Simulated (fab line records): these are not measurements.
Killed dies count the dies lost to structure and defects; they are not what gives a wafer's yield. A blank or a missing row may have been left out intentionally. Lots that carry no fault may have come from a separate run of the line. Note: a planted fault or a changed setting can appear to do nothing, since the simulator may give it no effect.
Struck lot and sound lot, side by side || flow nand harc || 22 out of 1302 route steps
Sound: wafers L827.3, L827.4, L827.5. Wafers L843.3, L843.4, L843.6 were the ones struck. The cause is named last.
Each step with rows lists, per side, the tool, then ch with its chambers, then its first start. Under that, the readings that differ: sound wafers || struck wafers || difference of the means || sigmas: that difference in standard deviations of wafers without a fault.
alike: same words and numbers on both sides, and readings whose means sit less than 2 such deviations apart. not compared: any withheld reading, any reading some wafer has no value for, any bound like >300 that may hide the same value, and any number with overlapping values for which the record gives no deviation.
The two part at a step that has a row with sigmas, a row that says differs or no value, or rows on one side only. Numbers that have no deviation but don't overlap get no sigmas and don't part them. A reading missing from all wafers of one side parts the sides only when that side holds two or more wafers.

first, 1 step without rows for these wafers: NHARC_P_M1_SRD_25.
NHARC_P_M1_INSPECT_27:
  sound on defect inspect-01 at day 6 17:13; struck on defect inspect-02 at day 13 10:10
{"reading": "raw defect count", "sound": "1433 917 781", "struck": "515 237 316", "difference": -688, "sigmas": -4}
NHARC_P_M1_PRE_CLEAN_32: time 12 s.
  sound on pecvd-03 ch 0,1, day 6 17:20; struck on pecvd-02 ch 0,1, day 13 10:21
  alike: heater power w
NHARC_P_M1_DEP_33: deposits SiCN, target thk 30 nm.
  sound on pecvd-03 ch 0,1, day 6 17:28; struck on pecvd-02 ch 0,1, day 13 10:27
  alike: heater power w
then, 7 steps without rows for these wafers: NHARC_P_M2_DEP_00 (deposits SiOC, target thk 182.5 nm); NHARC_P_M2_DEHYDRATE_01 (time 120 s); NHARC_P_M2_HMDS_02 (time 30 s); NHARC_P_M2_COAT_34 (time 65 s); NHARC_P_M2_COAT_03 (resist thk 90 nm); NHARC_P_M2_SOFTBAKE_04 (time 55 s); NHARC_P_M2_EBR_05.
NHARC_P_M2_EXPOSE_06: exposes mask P M2, target cd 170 nm.
  sound on arfi scanner-01 ch 0, day 6 18:29; struck on arfi scanner-01 ch 0, day 13 11:30
{"reading": "exposure dose mJ cm2", "sound": "80.85 80.70 80.83", "struck": "78.65 78.68 78.64", "difference": -2.14, "sigmas": -25}
  alike: mask, reticle temp C
then, 2 steps without rows for these wafers: NHARC_P_M2_PEB_07 (peb time 65 s); NHARC_P_M2_DEVELOP_08 (develop time 35 s).
NHARC_P_M2_CD_MEAS_09: target cd 170 nm.
  sound on cd sem-02 ch 0, day 6 18:37; struck on cd sem-02 ch 0, day 13 11:38
  alike: cd nm
NHARC_P_M2_OVL_MEAS_10: pitch 340 nm.
  sound on overlay-02 at day 6 18:42; struck on overlay-01 at day 13 11:43
  alike: overlay x nm, overlay y nm
NHARC_P_M2_INSPECT_11:
  sound on defect inspect-01 at day 6 18:44; struck on defect inspect-01 at day 13 11:46
  alike: raw defect count
NHARC_P_M2_DESCUM_14: chemistry O2, time 3 s.
  sound on rie diel-04 ch 0,1,3, day 6 18:48; struck on rie diel-04 ch 0,2,3, day 13 11:50
  alike: chamber pressure mTorr, drypump motor current A, oes product au, rf vpp V, showerhead plenum p Torr, throttle valve pct
  not compared: rf hours counter h, model.P_M2.cd nm
NHARC_P_M2_ETCH_35: etches the open film in N2/H2, target depth 40 nm, overetch 12 nm, time 43.94 s.
  sound on rie diel-04 ch 0,1,3, day 6 18:53; struck on rie diel-04 ch 0,1,2, day 13 11:55
  alike: chamber pressure mTorr, drypump motor current A, oes product au, rf vpp V, showerhead plenum p Torr, throttle valve pct
  not compared: rf hours counter h
NHARC_P_M2_ETCH_15: etches the open film in C4F8/Ar, target depth 182.5 nm, time 91.2 s.
  sound: rie diel-04 ch 0,2; struck: rie diel-04 ch 1,2,3
  alike: chamber pressure mTorr, oes product au, rf vpp V
  not compared: rf hours counter h, model.P_M2.cd nm
NHARC_P_M2_CD_MEAS_16:
  sound on cd sem-02 at day 6 19:07; struck on cd sem-02 at day 13 12:08
  alike: cd nm
-- break in the record here, with 17 days between the starts of the struck wafers on either side (left off in module P_M2, picked up again in module END, where the first step shown is number 1302 on the route) --
NHARC_END_SORT_01:
  sound on prober-02 ch 0, day 25 05:41; struck on prober-02 ch 0, day 30 17:26
  alike: defect limited yield, killed at array, killed at other, killed at periphery, killed dies, killed open, killed short

## WHERE THEY PART
At NHARC_P_M1_INSPECT_27 first; at NHARC_P_M2_EXPOSE_06 last (within this record only). Later steps at which nothing parts them and some readings are alike: NHARC_P_M2_CD_MEAS_09, NHARC_P_M2_OVL_MEAS_10, NHARC_P_M2_INSPECT_11, NHARC_P_M2_DESCUM_14, NHARC_P_M2_ETCH_35, NHARC_P_M2_ETCH_15, NHARC_P_M2_CD_MEAS_16, NHARC_END_SORT_01.

WHY: whatever the simulator had introduced
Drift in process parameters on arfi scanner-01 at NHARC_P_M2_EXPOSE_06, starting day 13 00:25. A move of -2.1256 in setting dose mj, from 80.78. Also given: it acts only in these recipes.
